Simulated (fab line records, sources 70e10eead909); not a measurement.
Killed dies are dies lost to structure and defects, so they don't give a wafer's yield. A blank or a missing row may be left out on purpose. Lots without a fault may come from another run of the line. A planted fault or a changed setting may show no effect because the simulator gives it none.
fab line records | flow nand_harc
record lots=6 wafers=18 last_day=24
route steps=1159 shown THIN_TSV@1119 END@1158
lots that met no fault: from a run of the same line without faults
start_h: hours from the record's first day to the start of the lot's first wafer shown | wait_h: hours since the lot's step before | " the same as in the row above | L1.1+2: a row that stands for several wafers | - no value, or no start given | * or withheld: withheld | < > ~ a bound
route shown NAME@n: a module of which the file shows steps, and the number in the route of the first | usual: mean/standard deviation of fault-free wafers | same: alike in all rows | chamber/n: place in a boat | sites: the reading at each site | _std_site: their standard deviation | _edge_site: outer sites' mean less inner sites' | radius_mm: how far each site lies from the wafer's centre | mask NAME#n: copy n | behind: the tool/chamber that last shaped the wafer | hold: why the lot was held/for how many hours/how that ended | device: the transistor (n, p or np) that didn't switch | end of line: the same wafers' tests at the end of the route | a step without rows: its recipe alone | killed: dies lost to structure and defects at the first sort, not the wafer's yield | map: a wafer's dies, x killed, . not, _ none there
set.NAME: the setting as run; set.NAME@STEP: as run at that earlier step | model.NAME: the simulator's own value behind a step, which no gauge read
lots at some steps of the route; a table a step, a row a wafer
services: from which hour (start_h, from the record's first day; less than 0 if before it) a tool's chamber was out of use, for how many hours, and why
## steps
# step NHARC_THIN_TSV_ETCH_44
# recipe target_depth_a=15942 time_s=797.1 cf4_flow_sccm=150 o2_flow_sccm=10 ar_flow_sccm=0 rf_w=300 bias_w=800 chemistry=CF4/O2
# step NHARC_THIN_TSV_ETCH_15
# recipe target_depth_a=30000 bosch_target_overetch_cycles=2 bosch_etch_step_s=2.8 bosch_dep_step_s=1.2 bosch_cycles=14
# step NHARC_THIN_TSV_CD_MEAS_16
# usual cd_nm=1000.8/1.3
# columns lot.wafer tool chamber start_h wait_h cd_nm
L479.2 cd_sem-03 - 485.39 0.1 1001.2
L479.4 " - " " 1000.8
L479.5 " - " " 999.2
L480.1 cd_sem-02 - 492.26 0.1 999.3
L480.2 " - " " 1001.7
L480.6 " - " " 999.9
L481.1 cd_sem-02 - 493.45 0.1 998.8
L481.3 " - " " 997.9
L481.5 " - " " 999.0
L486.3 cd_sem-02 - 533.80 0.1 999.9
L486.4 " - " " 1000.0
L486.6 " - " " 1001.1
L487.2 cd_sem-01 - 535.03 0.1 1004.3
L487.4 " - " " 1000.9
L487.6 " - " " 1002.4
L492.3 cd_sem-03 - 558.50 0.1 999.9
L492.5 " - " " 1003.1
L492.6 " - " " 1000.4
# step NHARC_THIN_TSV_STRIP_45
# recipe power_w=1500 temp_c=250 chemistry=O2
# step NHARC_THIN_TSV_STRIP_46
# recipe time_s=1200 temp_c=72.5 chemistry=post_etch_residue_remover
# step NHARC_THIN_TSV_DEP_47
# recipe target_thk_a=2000 temp_c=withheld pressure_torr=6.5 rf_w=900 teos_flow_sccm=161.4 flow_sccm=2650 target_thk_nm=200 gas=O2 material=SiO2
# usual rf_fwd_power_W=898.4/2.5 showerhead_vpp_V=1903/81 throttle_valve_pct=16.1/0.48
# columns lot.wafer tool chamber start_h wait_h rf_fwd_power_W showerhead_vpp_V throttle_valve_pct
L479.2 pecvd-01 0 486.31 - 901.4 2017 16.2
L479.5 " 0 " " 899.8 1984 16.1
L479.4 " 1 " " 898.8 1802 16.6
L480.2 pecvd-01 2 493.37 - 900.1 1948 15.4
L480.1 " 0 " " 899.6 1970 16.1
L480.6 " 0 " " 895.8 2015 16.0
L481.1 pecvd-01 2 494.37 - 894.8 1969 15.5
L481.3 " 0 " " 891.6 2013 15.8
L481.5 " 0 " " 896.4 1965 15.9
L486.3 pecvd-01 2 534.76 - 895.8 1915 15.5
L486.4 " 0 " " 899.0 2007 16.0
L486.6 " 1 " " 896.4 1827 16.8
L487.2 pecvd-03 2 535.91 - 894.1 1878 15.8
L487.4 " 0 " " 902.8 1775 16.1
L487.6 " 1 " " 898.3 1826 15.9
L492.3 pecvd-03 2 559.37 - 894.9 1914 15.8
L492.5 " 2 " " 896.4 1903 15.9
L492.6 " 1 " " 899.6 1789 16.0
# step NHARC_THIN_TSV_ETCHBACK_48
# recipe target_depth_a=10285 over_etch_frac=0.3 time_s=405.17 ion_energy_ev=250 c4f8_flow_sccm=withheld ar_flow_sccm=withheld rf_w=600 bias_w=300 chemistry=C4F8/Ar
# step NHARC_THIN_TSV_STRIP_62
# recipe power_w=1500 temp_c=250 time_s=20 chemistry=N2/H2
# step NHARC_THIN_TSV_DEGAS_49
# recipe temp_c=300 time_s=120
# usual heater_power_w=478/31 susceptor_temp_C=300.03/0.18
# columns lot.wafer tool chamber start_h wait_h heater_power_w susceptor_temp_C
L479.4 pvd_sputter-02 - 487.19 0.1 501 300.24
L479.2 " - " " 483 299.90
L479.5 " - " " 473 299.78
L480.2 pvd_sputter-01 - 494.55 0.1 482 300.16
L480.1 " - " " 420 300.17
L480.6 " - " " 477 300.26
L481.1 pvd_sputter-03 - 495.25 0.1 487 -
L481.3 " - " " 444 -
L481.5 " - " " 490 -
L486.3 pvd_sputter-01 - 535.62 0.1 474 300.00
L486.4 " - " " 414 300.08
L486.6 " - " " 492 300.06
L487.4 pvd_sputter-03 - 536.97 0.1 506 300.00
L487.2 " - " " 504 300.44
L487.6 " - " " 486 299.86
L492.3 pvd_sputter-01 - 560.40 0.1 483 300.32
L492.6 " - " " 482 299.94
L492.5 " - " " 408 299.75
# step NHARC_THIN_TSV_PRE_CLEAN_50
# recipe time_s=30 temp_c=280 gas=H2/He
# step NHARC_THIN_TSV_PVD_19
# recipe target_thk_a=200 chamber_pressure_pa=5 material=TaN
# usual throttle_valve_pct=30.0/0.72
# columns lot.wafer tool chamber start_h wait_h throttle_valve_pct
L479.4 pvd_sputter-02 - - - 30.9
L479.2 " - " " 30.0
L479.5 " - " " 30.3
L480.2 pvd_sputter-01 - - - 29.5
L480.1 " - " " 29.9
L480.6 " - " " 29.4
L481.3 pvd_sputter-03 - - - 31.2
L481.1 " - " " 30.5
L481.5 " - " " 31.2
L486.3 pvd_sputter-01 - - - 31.3
L486.4 " - " " 29.7
L486.6 " - " " 31.2
L487.4 pvd_sputter-03 - - - 30.0
L487.2 " - " " 29.7
L487.6 " - " " 31.3
L492.3 pvd_sputter-01 - - - 29.7
L492.5 " - " " 29.4
L492.6 " - " " 29.8
# step NHARC_THIN_TSV_PVD_51
# recipe target_thk_a=1000 chamber_pressure_pa=5 material=Cu
# step NHARC_THIN_TSV_ECD_20
# recipe target_thk_a=20000 material=Cu
# columns lot.wafer tool chamber start_h wait_h
L479.2+4+5 ecd_cu-01 0,1,0 487.75 -
L480.1+2+6 ecd_cu-01 1,0,0 495.01 -
L481.1+3+5 ecd_cu-02 0,1,1 495.71 -
L486.3+4+6 ecd_cu-01 0,1,1 536.26 -
L487.2+4+6 ecd_cu-01 0,1,1 537.82 -
L492.3+5+6 ecd_cu-02 1,1,0 561.03 -
# step NHARC_THIN_TSV_ANNEAL_52
# recipe temp_c=225 time_s=90
# step NHARC_THIN_TSV_CMP_21
# recipe t_overpolish_s=30 target_thk_nm=2000
# step NHARC_THIN_TSV_SRD_23
# step NHARC_THIN_TSV_DEGAS_53
# recipe temp_c=300 time_s=60
# usual heater_power_w=485/34 susceptor_temp_C=299.97/0.2
# columns lot.wafer tool chamber start_h wait_h heater_power_w susceptor_temp_C
L479.4 pvd_sputter-02 - 489.18 0.1 548 299.67
L479.2 " - " " 482 299.80
L479.5 " - " " 467 299.87
L480.1 pvd_sputter-03 - 496.58 0.1 442 300.18
L480.2 " - " " 497 299.94
L480.6 " - " " 479 300.08
L481.3 pvd_sputter-02 - 497.24 0.1 471 299.97
L481.1 " - " " 478 300.24
L481.5 " - " " 480 299.98
L486.3 pvd_sputter-02 - 537.59 0.1 474 300.18
L486.4 " - " " 506 299.98
L486.6 " - " " 498 300.37
L487.4 pvd_sputter-02 - 539.35 0.1 511 299.59
L487.2 " - " " 546 300.04
L487.6 " - " " 499 299.99
L492.3 pvd_sputter-03 - 562.37 0.1 482 300.15
L492.6 " - " " 480 299.98
L492.5 " - " " 495 299.50
# step NHARC_THIN_TSV_PRE_CLEAN_54
# recipe time_s=30 temp_c=280 gas=H2/He
# usual heater_power_w=425/31 susceptor_temp_C=280.02/0.18
# columns lot.wafer tool chamber start_h wait_h heater_power_w susceptor_temp_C
L479.4 pvd_sputter-02 - 489.27 0.1 419 280.17
L479.2 " - " " 440 280.06
L479.5 " - " " 425 280.00
L480.1 pvd_sputter-03 - 496.64 0.1 443 -
L480.2 " - " " 446 -
L480.6 " - " " 391 -
L481.3 pvd_sputter-02 - 497.32 0.1 437 280.50
L481.1 " - " " 405 280.37
L481.5 " - " " 445 280.29
L486.3 pvd_sputter-02 - 537.66 0.1 481 279.66
L486.4 " - " " 421 279.91
L486.6 " - " " 427 280.06
L487.2 pvd_sputter-02 - 539.45 0.1 467 280.16
L487.4 " - " " 416 279.94
L487.6 " - " " 404 279.95
L492.3 pvd_sputter-03 - 562.44 0.1 434 280.21
L492.6 " - " " 449 280.13
L492.5 " - " " 388 280.15
# step NHARC_THIN_TSV_PVD_55
# recipe target_thk_a=500 material=TiN
# step NHARC_THIN_TSV_PVD_24
# recipe target_thk_a=8000 power_w=withheld chamber_pressure_pa=withheld substrate_temp_c=withheld time_s=withheld gas=Ar material=Al
# step NHARC_THIN_TSV_DEHYDRATE_25
# recipe temp_c=150 time_s=120
# step NHARC_THIN_TSV_HMDS_26
# recipe time_s=30
# step NHARC_THIN_TSV_COAT_27
# recipe spin_rpm=*
# step NHARC_THIN_TSV_SOFTBAKE_28
# recipe temp_c=122 time_s=95
# step NHARC_THIN_TSV_EBR_29
# step NHARC_THIN_TSV_EXPOSE_30
# recipe na=0.55 dose_mj=11.47 mask_id=PAD
# step NHARC_THIN_TSV_PEB_31
# recipe peb_temp_c=118 peb_time_s=85
# step NHARC_THIN_TSV_DEVELOP_32
# recipe time_s=70
# step NHARC_THIN_TSV_CD_MEAS_33
# recipe target_cd_nm=5000 landing_energy_ev=500
# usual cd_nm=4999.2/1.4
# same landing_energy_ev=500
# columns lot.wafer tool chamber start_h wait_h cd_nm
L479.2 cd_sem-02 0 490.20 - 5000.3
L479.4 " 0 " " 4999.3
L479.5 " 0 " " 4998.3
L480.1 cd_sem-01 0 497.70 - 4999.3
L480.2 " 0 " " 4998.4
L480.6 " 0 " " 4999.1
L481.1 cd_sem-02 0 498.39 - 5000.9
L481.3 " 0 " " 4999.3
L481.5 " 0 " " 4999.4
L486.3 cd_sem-01 0 538.77 - 5000.5
L486.4 " 0 " " 5001.5
L486.6 " 0 " " 5000.2
L487.2 cd_sem-03 0 540.39 - 5002.1
L487.4 " 0 " " 5001.7
L487.6 " 0 " " 5001.0
L492.3 cd_sem-03 0 563.40 - 5001.4
L492.5 " 0 " " 4999.3
L492.6 " 0 " " 4999.0
# step NHARC_THIN_TSV_HARDBAKE_34
# recipe temp_c=125 time_s=80
# step NHARC_THIN_TSV_DESCUM_35
# recipe time_s=3 o2_flow_sccm=200 ar_flow_sccm=0 bias_power_w=0 chemistry=O2
# step NHARC_THIN_TSV_ETCH_59
# recipe target_depth_a=8800 icp_w=900 bias_w=100 Cl2_flow_sccm=60 bcl3_flow_sccm=30 time_s=138.1 chemistry=Cl2/BCl3
# step NHARC_THIN_TSV_ETCH_36
# recipe target_depth_a=650 over_etch_frac=0.3 time_s=18.571 ion_energy_ev=150 chemistry=Cl2/BCl3
# step NHARC_THIN_TSV_STRIP_56
# recipe power_w=1500 temp_c=250 chemistry=O2
# step NHARC_THIN_TSV_STRIP_57
# recipe time_s=1200 temp_c=72.5 chemistry=post_etch_residue_remover
# step NHARC_THIN_TSV_CD_MEAS_37
# usual cd_nm=4999.9/2.1
# columns lot.wafer tool chamber start_h wait_h cd_nm
L479.2 cd_sem-02 - 491.65 - 5000.9
L479.4 " - " " 4998.7
L479.5 " - " " 4996.8
L480.1 cd_sem-01 - 499.15 - 4998.2
L480.2 " - " " 5000.4
L480.6 " - " " 4998.1
L481.1 cd_sem-03 - 500.07 - 5000.7
L481.3 " - " " 4997.4
L481.5 " - " " 4997.5
L486.3 cd_sem-02 - 540.21 - 5000.5
L486.4 " - " " 5002.1
L486.6 " - " " 5000.1
L487.2 cd_sem-03 - 542.28 - 5005.0
L487.4 " - " " 5001.8
L487.6 " - " " 5003.2
L492.3 cd_sem-02 - 565.11 - 5002.0
L492.5 " - " " 5002.7
L492.6 " - " " 4999.6
# step NHARC_THIN_TSV_ANNEAL_58
# recipe temp_c=400 time_s=1800
# step NHARC_END_WLT_00
# usual VT_DECK1_BOTTOM=0.871/0.0063 VT_DECK1_BOTTOM_INNER=0.871/0.0059 VT_DECK1_MEDIAN_NEAR_BOTTOM=0.872/0.0059 VT_DECK1_MEDIAN_NEAR_BOTTOM_INNER=0.871/0.0066 VT_DECK1_MIDDLE=0.884/0.0061 VT_DECK1_MIDDLE_INNER=0.884/0.0059 VT_DECK1_TOP=0.896/0.0066 VT_DECK1_TOP_INNER=0.896/0.0064
# columns lot.wafer tool chamber start_h wait_h VT_DECK1_BOTTOM VT_DECK1_BOTTOM_INNER VT_DECK1_MEDIAN_NEAR_BOTTOM VT_DECK1_MEDIAN_NEAR_BOTTOM_INNER VT_DECK1_MIDDLE VT_DECK1_MIDDLE_INNER VT_DECK1_TOP VT_DECK1_TOP_INNER
L479.2 prober-02 - 502.09 8.3 0.867 0.871 0.865 0.871 0.884 0.878 0.894 0.894
L479.4 " - 503.11 9.3 0.856 0.863 0.864 0.863 0.878 0.879 0.894 0.889
L479.5 " - " " 0.871 0.866 0.868 0.864 0.885 0.877 0.885 0.889
L480.1 prober-01 - 503.66 0.0 0.879 0.881 0.875 0.883 0.893 0.892 0.911 0.915
L480.2 " - " " 0.879 0.872 0.875 0.881 0.890 0.897 0.907 0.903
L480.6 " - 506.16 2.5 0.881 0.882 0.879 0.885 0.894 0.889 0.913 0.908
L481.1 prober-02 - 509.40 5.8 0.881 0.880 0.884 0.880 0.892 0.891 0.902 0.900
L481.3 " - 510.40 6.8 0.869 0.877 0.870 0.873 0.890 0.889 0.897 0.900
L481.5 " - " " 0.887 0.874 0.881 0.867 0.896 0.884 0.903 0.902
L487.2 prober-02 - 544.97 0.6 0.882 0.877 0.874 0.878 0.886 0.879 0.902 0.902
L487.4 " - " " 0.877 0.880 0.877 0.873 0.882 0.888 0.893 0.899
L487.6 " - " " 0.872 0.873 0.871 0.872 0.890 0.885 0.901 0.910
L486.3 prober-01 - 545.46 1.0 0.859 0.868 0.870 0.870 0.891 0.886 0.894 0.903
L486.4 " - " " 0.873 0.875 0.873 0.867 0.881 0.883 0.900 0.892
L486.6 " - 546.95 2.5 0.877 0.872 0.876 0.871 0.884 0.887 0.895 0.908
L492.3 prober-01 - 573.86 4.3 0.869 0.875 0.868 0.868 0.884 0.887 0.891 0.891
L492.5 " - 574.87 5.3 0.876 0.872 0.878 0.875 0.886 0.887 0.893 0.897
L492.6 " - " " 0.873 0.867 0.870 0.871 0.873 0.879 0.887 0.898
# step NHARC_END_SORT_01
# recipe temp_c=25
# usual defect_limited_yield=95.4/1.6 killed_at_array=27/11 killed_at_other=0.8/1.4 killed_at_periphery=3.3/2 killed_dies=31/11 killed_open=3.4/1.8 killed_short=2.1/1.3 sort_bin_2_pct=1.4/0.7 sort_bin_3_pct=0.24/0.21 sort_bin_4_pct=2.9/1 sort_n_pass=646/11 sort_rim_yield_pct=95.4/2.8 sort_yield_pct=95.4/1.6
# same gross_dies=677 sort_bin_5_pct[%]=0 sort_bin_6_pct[%]=0 sort_bin_7_pct[%]=0 sort_bin_8_pct[%]=0 sort_rim_n_gross=106.00
# columns lot.wafer tool chamber start_h wait_h defect_limited_yield[%] killed_at_array killed_at_other killed_at_periphery killed_dies killed_open killed_short sort_bin_2_pct[%] sort_bin_3_pct[%] sort_bin_4_pct[%] sort_n_pass sort_rim_yield_pct[%] sort_yield_pct[%]
L479.2 prober-02 0 505.43 2.8 95.4 24 2 5 31 1 3 2.5 0.59 1.5 646 96.2 95.4
L479.4 prober-02 0 507.02 3.4 95.3 26 0 6 32 6 2 1.2 0 3.5 645 94.3 95.3
L479.5 prober-02 0 507.82 3.7 95.4 26 0 5 31 2 2 1.0 0.15 3.4 646 90.6 95.4
L480.1 prober-01 0 506.66 2.5 96.5 16 1 7 24 6 2 1.6 0.44 1.5 653 96.2 96.5
L480.2 prober-01 0 507.45 2.8 96.8 19 1 2 22 4 3 0.4 0.30 2.5 655 100.0 96.8
L480.6 prober-01 0 510.64 4.0 97.6 8 1 7 16 3 3 1.5 0.15 0.7 661 97.2 97.6
L487.2 prober-02 0 548.23 2.8 52.1 26 294 4 324 2 2 18.2 2.66 27.0 353 58.5 52.1
L487.4 prober-02 0 549.83 3.4 51.3 15 310 5 330 2 1 16.5 2.22 30.0 347 50.9 51.3
L487.6 prober-02 0 551.42 4.0 51.7 19 305 3 327 2 2 18.6 2.51 27.2 350 52.8 51.7
L486.3 prober-01 0 549.05 3.1 53.6 12 299 3 314 1 2 16.2 2.66 27.5 363 53.8 53.6
L486.4 prober-01 0 549.86 3.4 56.7 15 276 2 293 2 3 14.5 3.25 25.6 384 52.8 56.7
L486.6 prober-01 0 551.47 4.0 54.5 13 294 1 308 0 0 15.5 2.36 27.6 369 57.5 54.5
L492.3 prober-01 0 577.49 3.1 95.9 24 1 3 28 7 2 1.3 0 2.8 649 98.1 95.9
L492.5 prober-01 0 579.10 3.7 95.6 23 0 7 30 7 5 0.4 0 4.0 647 99.1 95.6
L492.6 prober-01 0 579.91 4.0 96.3 22 1 2 25 0 1 1.0 0.44 2.2 652 93.4 96.3
# killed by level:class
L479.2 A_SLIT:chamber_film_flake=13 P_BONDPAD:chamber_film_flake=3 A_CHANNEL_HOLE_D1:chamber_film_flake=2 A_STAIRCASE:chamber_film_flake=2 A_SGD_CUT:chamber_film_flake=2 A_WL_FILL:chamber_film_flake=2 THIN_TSV:chamber_film_flake=2 P_M0:geometric_particle:open=1
L480.1 P_BONDPAD:chamber_film_flake=5 A_STAIRCASE:chamber_film_flake=3 A_SGD_CUT:chamber_film_flake=3 P_CONTACT:geometric_particle:open=2 A_M0:geometric_particle:open=2 A_CHANNEL_HOLE_D1:chamber_film_flake=2 A_CONTACT:chamber_film_flake=2 A_WL_FILL:geometric_particle:short=1
L479.4 A_SLIT:chamber_film_flake=7 A_CONTACT:geometric_particle:open=4 A_STAIRCASE:chamber_film_flake=4 A_CONTACT:chamber_film_flake=4 P_BONDPAD:chamber_film_flake=3 P_ZERO_WELL:chamber_film_flake=2 A_SGD_CUT:chamber_film_flake=2 P_M1:geometric_particle:open=1
L480.2 A_CHANNEL_HOLE_D1:chamber_film_flake=5 A_STAIRCASE:chamber_film_flake=3 A_CHANNEL_FILL_D1:chamber_film_flake=2 A_CONTACT:chamber_film_flake=2 P_M1:geometric_particle:short=1 A_ONON_D1:geometric_particle:open=1 A_CHANNEL_FILL_D1:geometric_particle:short=1 A_WL_FILL:geometric_particle:open=1
L479.5 A_SLIT:chamber_film_flake=8 A_CONTACT:chamber_film_flake=6 A_SGD_CUT:chamber_film_flake=4 A_STAIRCASE:chamber_film_flake=3 P_ZERO_WELL:chamber_film_flake=2 P_M2:geometric_particle:open=1 A_CHANNEL_FILL_D1:geometric_particle:open=1 A_CONTACT:geometric_particle:short=1
L480.6 P_BONDPAD:chamber_film_flake=4 A_CHANNEL_FILL_D1:chamber_film_flake=2 P_GATE:geometric_particle:short=1 P_CONTACT:geometric_particle:short=1 P_M0:geometric_particle:open=1 A_SLIT:geometric_particle:open=1 A_CONTACT:geometric_particle:open=1 A_M0:geometric_particle:short=1
L487.2 THIN_TSV:unspecified=293 A_CHANNEL_HOLE_D1:chamber_film_flake=16 A_CONTACT:chamber_film_flake=5 P_GATE:chamber_film_flake=4 A_ONON_D1:geometric_particle:short=1 A_CONTACT:geometric_particle:short=1 A_BLC:geometric_particle:open=1 A_M1:geometric_particle:open=1
L486.3 THIN_TSV:unspecified=299 A_CHANNEL_HOLE_D1:chamber_film_flake=4 A_CONTACT:chamber_film_flake=3 P_M0:geometric_particle:short=2 A_STAIRCASE:chamber_film_flake=2 P_CONTACT:geometric_particle:open=1 A_CHANNEL_FILL_D1:chamber_film_flake=1 A_SLIT:chamber_film_flake=1
L487.4 THIN_TSV:unspecified=309 A_CHANNEL_HOLE_D1:chamber_film_flake=12 P_GATE:chamber_film_flake=2 P_M0:geometric_particle:short=1 A_CONTACT:geometric_particle:open=1 P_ZERO_WELL:chamber_film_flake=1 P_BONDPAD:chamber_film_flake=1 STARTING-WAFER:geometric_particle:open=1
L486.4 THIN_TSV:unspecified=276 A_CHANNEL_HOLE_D1:chamber_film_flake=5 A_WL_FILL:chamber_film_flake=4 A_CHANNEL_HOLE_D1:geometric_particle:short=2 P_CONTACT:geometric_particle:open=1 A_WL_FILL:geometric_particle:short=1 A_M0:geometric_particle:open=1 P_GATE:chamber_film_flake=1
L487.6 THIN_TSV:unspecified=305 A_CHANNEL_HOLE_D1:chamber_film_flake=12 A_CONTACT:chamber_film_flake=4 P_M0:geometric_particle:open=1 A_SGD_CUT:geometric_particle:short=1 A_WL_FILL:geometric_particle:short=1 A_CONTACT:geometric_particle:open=1 P_STI:chamber_film_flake=1
L486.6 THIN_TSV:unspecified=292 A_CONTACT:chamber_film_flake=6 A_CHANNEL_HOLE_D1:chamber_film_flake=4 A_STAIRCASE:chamber_film_flake=2 THIN_TSV:chamber_film_flake=2 P_GATE:chamber_film_flake=1 A_WL_FILL:chamber_film_flake=1
L492.3 A_CHANNEL_HOLE_D1:chamber_film_flake=7 A_STAIRCASE:chamber_film_flake=4 A_ONON_D1:geometric_particle:open=3 P_ZERO_WELL:chamber_film_flake=2 A_SGD_CUT:chamber_film_flake=2 A_CONTACT:chamber_film_flake=2 P_M1:geometric_particle:open=1 A_SOURCE_PLATE:geometric_particle:short=1
L492.5 A_CHANNEL_HOLE_D1:chamber_film_flake=6 P_ZERO_WELL:chamber_film_flake=3 A_ONON_D1:geometric_particle:open=2 A_WL_FILL:geometric_particle:short=2 A_CHANNEL_FILL_D1:chamber_film_flake=2 A_STAIRCASE:chamber_film_flake=2 A_SGD_CUT:chamber_film_flake=2 P_GATE:geometric_particle:open=1
L492.6 A_CHANNEL_HOLE_D1:chamber_film_flake=8 A_CONTACT:chamber_film_flake=4 P_ZERO_WELL:chamber_film_flake=2 A_SGD_CUT:chamber_film_flake=2 A_SLIT:chamber_film_flake=2 A_M1:chamber_film_flake=2 A_CHANNEL_HOLE_D1:geometric_particle:short=1 A_CHANNEL_FILL_D1:chamber_film_flake=1
# map L486.3 (x killed, . not)
____________x____________
_________.x....._________
_______......x...x_______
______x.xxxx.xxxx.x______
_____xx..xx....xxx.._____
____xx...x.xx.xxxxx..____
____.....x..xxxxx....____
___.xx.x.x..xx..x...x.___
___.xx...x.x..x..x.xx.___
__..x.xx.x..xx....x....__
__xx...x.xx..x..x.xx...__
_xxxxx.x.xxxxx......x.xx_
_x.x.x.xxx....xxxxx..x.x_
_xx..x....xxxx...xxxxxx._
_..xx.....xx.xx.xx..x..._
_...xxxx.x..x...x......x_
....x..x.x..xxx.xx.x.x.x.
x...x..............xx...x
.xxx.xx.xx.x..x.x.x..x..x
xxx.x.xx.xx..xx.xx.xxxxxx
x.....xx.x.xx.xxx..xx..xx
_x....x..xxxx.xxx...xx.x_
_..x.............x.x.x.x_
_..xxx.x...xx..x.x.....x_
_.xxxx...xx.xx.xxx....x._
_xx.......x.xxxxxxxxx.x._
__.xx.xx...xxx.......xx__
__...x.xx..x.x.....xxx.__
___xxx.xxxxx...x.x.x..___
___xxxx...xx..x.x.x...___
____.x..xxx..xx.x.x.x____
____xxx...xxx.x..xx..____
_____x.x.x....x...xx_____
______..xxxxx......______
_______.x..xx.x..x_______
_________xx.x.xx_________
____________x____________
# map L487.4 (x killed, . not)
____________.____________
_________.x..xx._________
_______x.x....xxxx_______
______xx.xx..xx.xxx______
_____x..xx...x..xx.._____
____x...xx.xxxx.x.xx.____
____xx.x.xx.x..xx.xx.____
___xx.x.xxx...x..xx.x.___
___xx.xx.xx...xx.xx.x.___
__.x.xxx.xxx....xx....x__
__x..xxx..xx.xxx..x..x.__
_..x..x..x.x..x.xx..xx.._
_.xxx...xxxx.xx.xx.xx..._
_......x.xxxxx.x..x.x.x._
_x....x...x....xx......x_
_..x.xxx.xxxx..x..x..xx._
xx.xx..x..x.x..x.xxxx.x..
..........xx.x.xx.xx.....
xx.xxxx.xx.xx.xxx.xx.xxx.
x....x.x.xxx.x.x.x....x..
xxx.x.xxxxxx....xxxx.x.xx
_.x.....x.xx..x.x...xx.._
_xx.xx.x..xx.xx.x...x..x_
_.xxxx.xxx.xx...xx......_
_xx.xx..x...x.x.x..xx.xx_
_xx.x..xx..xx..x.xxxx.xx_
__x..x....x.xxxxxx....x__
__.....x..xxxx.....x...__
___xx.x.......x..x.xx.___
___.x..xxx...xx.xx..xx___
____..x.x..x.xx.....x____
____xxxxx.x.x.x.x.xxx____
_____.xxxx.xx.x..xx._____
______.x..x...xx..x______
_______x..xx..x..._______
_________x..x.x._________
____________.____________
## services
# columns tool chamber start_h hours kind
pecvd-01 0 467.49 1.9 repair
pecvd-03 - 473.01 13.0 pm
pecvd-03 0 473.01 13.0 vent_cycle
pecvd-03 1 473.01 13.0 vent_cycle
pecvd-03 2 473.01 13.0 vent_cycle
pecvd-03 0 486.01 - clean
pecvd-03 1 486.01 - clean
pecvd-03 2 486.01 - clean
pvd_sputter-01 - 514.00 10.0 pm
pecvd-03 - 514.20 3.1 repair
ecd_cu-01 - 527.73 4.7 repair
ecd_cu-02 - 532.01 8.0 pm
pvd_sputter-02 - 555.78 1.7 repair
## key
first_sign step=NHARC_END_SORT_01 reading=killed_at_other direction=up sigmas=99+ usual=0.8 struck=296.3
effect step=NHARC_END_SORT_01 reading=defect_limited_yield direction=down sigmas=27 usual=95.4 struck=53.3
more_kills_born_at NHARC_THIN_TSV_ECD_20@ecd_cu-01=1774
met_at NHARC_THIN_TSV_ECD_20
struck_wafers L486.3,L486.4,L486.6,L487.2,L487.4,L487.6
onset_between 495.01 536.26
also_fits NHARC_THIN_TSV_DEGAS_53:pvd_sputter-02,NHARC_THIN_TSV_PRE_CLEAN_54:pvd_sputter-02
fault kind=chamber_particle_source tool=ecd_cu-01 chamber=- onset_h=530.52 steps=NHARC_THIN_TSV_ECD_20 rate_per_visit_cm2=0.65531 end_h=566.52
